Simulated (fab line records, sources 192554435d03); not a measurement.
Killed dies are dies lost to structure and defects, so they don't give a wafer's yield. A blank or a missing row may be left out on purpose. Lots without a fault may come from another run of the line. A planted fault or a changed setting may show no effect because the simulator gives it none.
Problem report in the 8D (eight disciplines) form, filled by code | flow n5_finfet | the parts of the form that need people (team, actions taken, sign-off) are left out

1. THE PROBLEM
bias_w at N5_GATE_CUT_ETCH_58 reads a mean of 23.66 W on 1 wafer of 1 lot; wafers without a fault read 21.00 W with a standard deviation of 0.063. That is +42 standard deviations from the usual mean.
The step: etches SiNx in CH3F/O2, target depth 17 nm, time 128.6 s.
First seen on wafer L251.1, day 7 15:19, on rie_diel-04. The record holds 15 wafers of 5 lots with a number at this step. Rule for "out", or "out of limits": more than 4 standard deviations from the usual mean. The other wafers with a number count as sound.

2. WHAT IT IS AND WHAT IT IS NOT
question                    | is               | is not
which readings at this step | bias_w, rf_vpp_V | drypump_motor_current_A, oes_product_au, showerhead_plenum_p_Torr, throttle_valve_pct
which lots                  | L251             | L238, L245, L259, L261
which wafers of those lots  | L251.1           | L251.2, L251.6
read on which tools         | rie_diel-04      | rie_diel-06
when                        | from day 7 15:19 | up to then (8 sound wafers); but 6 sound wafers of L259, L261 came after

3. SUSPECTS, AND WHAT RULES EACH OUT
Counting: a tool at a process step up to the reading stays a suspect if it ran every lot that is out. Sound lots after the first of them don't rule it out here, since some wafers of a struck lot are sound.
- cvd_w-01 at N5_HKMG_FIN_ALD_72 (deposits W, target thk 2 nm, pulse time 1 s, purge time 2 s): kept. It ran the lot that is out, L251 (day 7 14:07).
- cmp-03 at N5_HKMG_FIN_CMP_23 (polishes, stops on SiNx, t overpolish 10 s, target thk 46.326 nm): kept. It ran the lot that is out, L251 (day 7 14:22); its last sound lot up to then is L245 (day 5 23:55).
- cmp-03 at N5_HKMG_FIN_CMP_94 (polishes, stops on SiNx, t overpolish 4.7 s, target thk 43.299 nm): kept. It ran the lot that is out, L251 (day 7 14:47); its last sound lot up to then is L245 (day 6 00:20).
- rie_metal-02 at N5_GATE_CUT_VAPOR_ETCH_60 (etches HfO2 in BCl3/Cl2): kept. It ran the lot that is out, L251 (day 7 15:16); its last sound lot up to then is L245 (day 6 00:49).
- rie_diel-04 at N5_GATE_CUT_ETCH_58 (etches SiNx in CH3F/O2, target depth 17 nm, time 128.6 s): kept. It ran the lot that is out, L251 (day 7 15:19); its last sound lot up to then is L238 (day 4 07:44). Its own readings are out on those wafers: bias_w, rf_vpp_V.
- Within cvd_w-01 at N5_HKMG_FIN_ALD_72: the wafers that are out ran in chamber 0; their sound lot-mates ran in chamber 1.
- Within cmp-03 at N5_HKMG_FIN_CMP_23: the wafers that are out ran in chamber 0; their sound lot-mates ran in chambers 1, 2.
- Within cmp-03 at N5_HKMG_FIN_CMP_94: the wafers that are out ran in chamber 0; their sound lot-mates ran in chambers 1, 2.
- Within rie_metal-02 at N5_GATE_CUT_VAPOR_ETCH_60: the wafers that are out ran in chamber 1; their sound lot-mates ran in chamber 0.
- Within rie_diel-04 at N5_GATE_CUT_ETCH_58: the wafers that are out ran in chamber 1; their sound lot-mates ran in chambers 2, 3.
Left after counting: cvd_w-01 at N5_HKMG_FIN_ALD_72, cmp-03 at N5_HKMG_FIN_CMP_23, cmp-03 at N5_HKMG_FIN_CMP_94, rie_metal-02 at N5_GATE_CUT_VAPOR_ETCH_60, rie_diel-04 at N5_GATE_CUT_ETCH_58.

4. THE CAUSE (what the simulator had put in)
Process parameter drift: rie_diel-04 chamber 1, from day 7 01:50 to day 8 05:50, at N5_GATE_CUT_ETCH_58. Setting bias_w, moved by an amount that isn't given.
Counting left 5 suspects, and this tool is among them.

5. THE CHAIN OF EFFECTS, in route order
Each row: a reading whose mean over the struck wafers that have a number lies more than 3 standard deviations from the usual. Only readings for which the record gives a usual standard deviation are gone through. hours: the time from each lot's start at the first step in this table that gives one to its start at this step, as a median over the lots. sigmas: the change in usual standard deviations.
hours | step                | reading  | usual   | on struck wafers | change | sigmas
0     | N5_GATE_CUT_ETCH_58 | bias_w   | 21.00 W | 23.66            | +2.66  | +42
0     | N5_GATE_CUT_ETCH_58 | rf_vpp_V | 99.0 V  | 105.8            | +6.8   | +7.8
The process steps in it:
- N5_GATE_CUT_ETCH_58: etches SiNx in CH3F/O2, target depth 17 nm, time 128.6 s.

6. WHAT WOULD HAVE CAUGHT IT SOONER
In this record the first reading out of limits was taken at day 7 15:19, 13 hours after the fault began at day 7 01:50.
